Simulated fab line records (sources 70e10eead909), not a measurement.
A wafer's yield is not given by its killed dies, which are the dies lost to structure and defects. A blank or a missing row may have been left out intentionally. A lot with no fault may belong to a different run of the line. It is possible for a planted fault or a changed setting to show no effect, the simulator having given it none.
Struck lot and sound lot, side by side + flow nand-harc + 15 out of 1302 route steps
Sound: wafers L612.2, L612.4, L612.6. Wafers struck: L615.1, L615.3, L615.5. At the end, the cause is stated.
Each step with rows lists, per side, the tool, then ch with its chambers, then its first start. Under that, the readings that differ: sound wafers + struck wafers + difference of the means + sigmas: that difference in standard deviations of wafers without a fault.
alike: readings with means less than 2 such deviations apart, plus words and numbers identical on both sides. not compared: withheld readings, readings lacking a value on some wafer, bounds such as >300 that could conceal the same value, and numbers that have no deviation in the record and whose values overlap.
Wherever a step has rows on one side only, a row that says differs or no value, or a row with sigmas, the two part there. Non-overlapping numbers with no deviation appear without sigmas and do not part them. A reading missing from all wafers of one side parts the sides only when that side holds two or more wafers.

NHARC_A_BLC_OVL_MEAS_11:
  sound on overlay-02, day 25 17:53; struck on overlay-02, day 26 17:49
  alike: overlay-x-nm, overlay-y-nm
NHARC_A_BLC_INSPECT_12:
  sound on defect-inspect-01, day 25 17:55; struck on defect-inspect-02, day 26 17:51
  alike: raw-defect-count
NHARC_A_BLC_DESCUM_15: chemistry O2, time 3 s.
  sound on rie-diel-13 ch 0,1,3, day 25 17:59; struck on rie-diel-03 ch 0,1,3, day 26 17:55
  alike: drypump-motor-current-A, oes-product-au, rf-vpp-V, showerhead-plenum-p-Torr, throttle-valve-pct
  not compared: rf-hours-counter-h
then, 2 steps without rows for these wafers: NHARC_A_BLC_ETCH_16 (etches the open film in CF4, target depth 39 nm, time 65 s); NHARC_A_BLC_ETCH_17 (etches the open film in N2/H2, target depth 390 nm, time 609.38 s).
NHARC_A_BLC_ETCH_18: etches the open film in C4F8/O2/Ar, target depth 910 nm.
  sound: rie-diel-13 ch 1,2,3; struck: rie-diel-03 ch 0,1,3
  alike: oes-product-au, rf-vpp-V
  not compared: rf-hours-counter-h
NHARC_A_BLC_CD_MEAS_19:
  sound on cd-sem-01, day 25 18:57; struck on cd-sem-03, day 26 18:58
  alike: cd-nm
NHARC_A_BLC_STRIP_29: strips in CF4.
  sound on rie-diel-13 ch 0,1,2, day 25 19:03; struck on rie-diel-06 ch 2,3, day 26 19:02
  alike: drypump-motor-current-A, oes-product-au, rf-vpp-V, showerhead-plenum-p-Torr, throttle-valve-pct
  not compared: rf-hours-counter-h
NHARC_A_BLC_STRIP_21: strips in O2.
  sound on rie-diel-13 ch 1,2,3, day 25 19:08; struck on rie-diel-06 ch 0,1,3, day 26 19:10
  alike: drypump-motor-current-A, oes-product-au, rf-vpp-V, showerhead-plenum-p-Torr, throttle-valve-pct
  not compared: rf-hours-counter-h
then, 3 steps without rows for these wafers: NHARC_A_BLC_STRIP_22 (strips in post etch residue remover, time 600 s); NHARC_A_BLC_DEGAS_30 (time 60 s); NHARC_A_BLC_PRE_CLEAN_31 (time 15 s).
NHARC_A_BLC_PVD_32: deposits Ti, target thk 5 nm, time 17.7 s.
  sound on pvd-sputter-01, day 25 19:41; struck on pvd-sputter-02, day 26 19:42
  no value came back on the struck wafers for cathode-dc-power-W (W), chamber-pressure-pa (Pa), throttle-valve-pct (%); on the sound wafers cathode-dc-power-W (W) reads 5000.8 5000.1 5000.9
NHARC_A_BLC_ALD_23: deposits TiN, target thk 3 nm, pulse time 1 s, ald cycles 150.
  sound on ald-metal-04 ch 0,2,3, day 25 19:51; struck on ald-metal-01 ch 1,2,3, day 26 19:50
  alike: heater-power-w, precursor-pulse-height-rel
NHARC_END_SORT_01:
  sound on prober-01 ch 0, day 27 11:32; struck on prober-01 ch 0, day 28 11:47
| reading         | sound    | struck      | difference | sigmas |
|-----------------|----------|-------------|------------|--------|
| killed-at-array | 59 65 76 | 259 250 251 | +187       | +9     |
| killed-dies     | 59 66 77 | 262 255 256 | +190       | +10    |
  alike: killed-at-other, killed-at-periphery, killed-open, killed-short

WHERE THEY PART
First at NHARC_A_BLC_PVD_32; last, within this record, at NHARC_END_SORT_01.

WHY: what the simulator had put in
Skipped step whole: pvd-sputter-02, from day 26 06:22 on, at NHARC_A_BLC_PVD_32. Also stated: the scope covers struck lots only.
